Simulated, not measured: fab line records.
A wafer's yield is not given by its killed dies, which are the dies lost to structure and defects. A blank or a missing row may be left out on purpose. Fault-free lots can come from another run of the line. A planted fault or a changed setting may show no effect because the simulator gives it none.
A lot that was struck, set against a sound lot :: flow nand-harc :: 14 out of 1159 route steps
Sound: the wafers L738.1, L738.2, L738.5. The struck wafers were L752.1, L752.3, L752.4. At the end, the cause is stated.
Each step with rows lists, per side, the tool, then ch with its chambers, then its first start. Under that, the readings that differ: sound wafers :: struck wafers :: difference of the means :: sigmas: that difference in standard deviations of wafers without a fault.
alike: readings with means less than 2 such deviations apart, plus words and numbers identical on both sides. not compared: withheld readings, readings lacking a value on some wafer, bounds such as >300 that could conceal the same value, and numbers that have no deviation in the record and whose values overlap.
The two part at a step that has a row with sigmas, a row that says differs or no value, or rows on one side only. Numbers that don't overlap but have no deviation are shown without sigmas and don't part them. A reading missing from all wafers of one side parts the sides only when that side holds two or more wafers.

NHARC_P_CONTACT_INSPECT_14:
  sound: defect-inspect-01 at day 7 07:10; struck: defect-inspect-01 at day 10 05:19
reading: raw-defect-count
sound: 0 2 3
struck: 7 10 8
difference: +7
sigmas: +3
NHARC_P_CONTACT_DESCUM_17: chemistry O2, time 3 s.
  sound on rie-diel-13 ch 1,3, day 7 07:14; struck on rie-diel-02 ch 0,2,3, day 10 05:22
  alike: drypump-motor-current-A, oes-product-au, rf-vpp-V, showerhead-plenum-p-Torr, throttle-valve-pct
  not compared: rf-hours-counter-h
then, 1 step without rows for these wafers: NHARC_P_CONTACT_ETCH_35 (etches the open film in CF4, target depth 39 nm, time 65 s).
NHARC_P_CONTACT_ETCH_36: etches the open film in N2/H2, target depth 260 nm, time 406.25 s.
  sound: rie-diel-13 ch 0,2; struck: rie-diel-02 ch 0,1,3
  alike: drypump-motor-current-A, oes-product-au, rf-fwd-power-W, rf-vpp-V, showerhead-plenum-p-Torr, throttle-valve-pct
  not compared: rf-hours-counter-h
NHARC_P_CONTACT_ETCH_18: etches the open film in C4F8/O2/Ar, target depth 481 nm, time 240.5 s.
  sound: rie-diel-13 ch 0,2,3; struck: rie-diel-02 ch 1,2,3
  alike: oes-product-au, rf-fwd-power-W, rf-vpp-V
  not compared: rf-hours-counter-h
then, 2 steps without rows for these wafers: NHARC_P_CONTACT_STRIP_37 (strips in C4F8/O2/Ar); NHARC_P_CONTACT_ETCH_31 (etches the open film in CH3F/O2, target depth 30 nm, time 85.7 s).
NHARC_P_CONTACT_CD_MEAS_19:
  sound: cd-sem-01 at day 7 08:06; struck: cd-sem-03 at day 10 06:14
  alike: cd-nm
then, 2 steps without rows for these wafers: NHARC_P_CONTACT_STRIP_28 (strips in O2); NHARC_P_CONTACT_STRIP_29 (strips in post etch residue remover, time 1200 s).
NHARC_P_CONTACT_DEGAS_38: time 60 s.
  sound: pvd-sputter-01 at day 7 08:49; struck: pvd-sputter-01 at day 10 06:58
  alike: heater-power-w
then, 1 step without rows for these wafers: NHARC_P_CONTACT_PRE_CLEAN_39 (time 19.5 s).
NHARC_P_CONTACT_PVD_32: deposits Ti, target thk 5 nm, time 17.7 s.
  sound: pvd-sputter-01 at day 7 08:56; struck: pvd-sputter-01 at day 10 07:05
  no value came back on the struck wafers for cathode-dc-power-W (W), chamber-pressure-pa (Pa), throttle-valve-pct (%); on the sound wafers cathode-dc-power-W (W) reads 5001.1 5000.4 5000.2
NHARC_P_CONTACT_ALD_22: deposits TiN, target thk 3 nm, pulse time 1 s, ald cycles 150.
  sound on ald-metal-04 ch 1,2, day 7 09:04; struck on ald-metal-04 ch 0,1,3, day 10 07:13
  alike: heater-power-w, precursor-pulse-height-rel

## WHERE THEY PART
At NHARC_P_CONTACT_INSPECT_14 first; at NHARC_P_CONTACT_PVD_32 last (within this record only). Later steps at which nothing parts them and some readings are alike: NHARC_P_CONTACT_ALD_22.

WHY: what had been put in by the simulator
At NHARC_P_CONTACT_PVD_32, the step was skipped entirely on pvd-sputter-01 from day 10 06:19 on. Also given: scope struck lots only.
